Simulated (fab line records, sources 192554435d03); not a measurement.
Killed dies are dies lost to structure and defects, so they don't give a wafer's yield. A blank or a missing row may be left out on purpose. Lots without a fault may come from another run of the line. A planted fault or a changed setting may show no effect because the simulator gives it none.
Chamber matching | flow n5_finfet | N5_FIN_SAQP_DESCUM_21 on rie_diel-06: 4 sister chambers
The step chemistry O2, time 7.9 s. 4 wafers are shown with their chamber, then 9 later ones without.

WAFERS WITH THEIR CHAMBER
wafer  | chamber | drypump_motor_current_A (A)
L093.2 | 3       | 6.8
L095.1 | 0       | 5.6
L095.2 | 1       | 5.3
L095.3 | 2       | 5.4

WAFERS WITHOUT THEIR CHAMBER
wafer  | drypump_motor_current_A (A)
L095.4 | 6.8
L095.5 | 5.3
L095.6 | 5.5
L096.2 | 5.3
L096.4 | 5.3
L096.6 | 6.8
L097.3 | 6.8
L097.4 | 5.3
L097.5 | 5.5

WHICH CHAMBER EACH WENT THROUGH
wafer  | from the rows above     | in truth
L095.4 | 3                       | 3
L095.5 | 1                       | 1
L095.6 | can't be placed: 0 or 2 | 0
L096.2 | 1                       | 1
L096.4 | 1                       | 1
L096.6 | 3                       | 3
L097.3 | 3                       | 3
L097.4 | 1                       | 1
L097.5 | can't be placed: 0 or 2 | 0
Placed correctly: 7 of 9. Can't be placed from these rows: 2 (the true chamber is among the candidates in 2). Placed wrongly: 0.
How it was worked out, from the rows above alone: a wafer's distance from a chamber is the root of the sum, over the readings, of the square of ((its reading less the chamber's mean) divided by the reading's scatter). The wafer belongs to the nearest chamber; if the next one is less than 2 further off, it can't be placed. A chamber's mean is the mean of its shown wafers. The scatter: with one shown wafer a chamber, the root of the mean of the squares of how far each hidden wafer lies from its nearest shown one.
